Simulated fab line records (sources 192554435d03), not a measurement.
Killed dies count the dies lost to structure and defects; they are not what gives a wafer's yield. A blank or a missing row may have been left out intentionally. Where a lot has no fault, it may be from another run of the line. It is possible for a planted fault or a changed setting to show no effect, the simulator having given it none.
Chamber matching    flow n5_finfet    N5_BEOL_M4_CO_CAP_55 on cvd_co-02: 3 sister chambers
The step material Co, precursor CCTBA/H2, target thk 2 nm, time 102.1 s. 30 wafers are shown with their chamber, then 12 later ones without.

## EACH WAFER AND ITS CHAMBER
wafer   chamber  heater_power_w (W)
L075.1  2        229
L075.2  1        243
L075.3  0        213
L075.4  2        228
L075.5  1        231
L075.6  0        215
L076.1  2        232
L076.3  1        237
L076.4  1        238
L077.2  0        217
L077.5  1        228
L077.6  0        209
L078.2  0        212
L078.3  1        236
L078.6  1        239
L079.1  1        232
L079.5  2        227
L079.6  1        234
L081.4  2        231
L081.5  0        212
L081.6  1        242
L085.4  0        213
L085.5  2        229
L085.6  1        233
L080.1  0        214
L080.4  0        208
L080.6  1        236
L086.3  0        210
L086.4  2        224
L086.5  1        242

SIGNATURES (means of the wafers above)
reading         chamber 0  chamber 1  chamber 2  scatter within a chamber
heater_power_w  212.30     236.23     228.57     3.66
Rule: a wafer lies at a distance from a chamber equal to the root of the sum of squares, over the readings, of (its reading less the chamber's mean, divided by the reading's scatter). If the next closest chamber is less than 2 further off than the closest, the wafer can't be placed; otherwise it belongs to the closest. The scatter: the root of (the sum of the squares of (reading less its chamber's mean) over the shown wafers, divided by (wafers less chambers)).

## WAFERS WHOSE CHAMBER IS MISSING
wafer   heater_power_w (W)
L088.3  214
L088.5  237
L088.6  231
L093.1  215
L093.2  241
L093.4  234
L091.1  236
L091.2  211
L091.6  213
L094.2  234
L094.3  212
L094.6  218

## WHICH CHAMBER EACH WENT THROUGH
wafer   from the rows above      in truth
L088.3  0                        0
L088.5  1                        1
L088.6  can't be placed: 2 or 1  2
L093.1  0                        0
L093.2  1                        1
L093.4  can't be placed: 1 or 2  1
L091.1  can't be placed: 1 or 2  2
L091.2  0                        0
L091.6  0                        0
L094.2  can't be placed: 1 or 2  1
L094.3  0                        0
L094.6  can't be placed: 0 or 2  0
Correctly placed: 7 of 12. Cannot be placed on the basis of these rows: 5; the candidates contain the true chamber in 5. Number placed wrongly: 0.
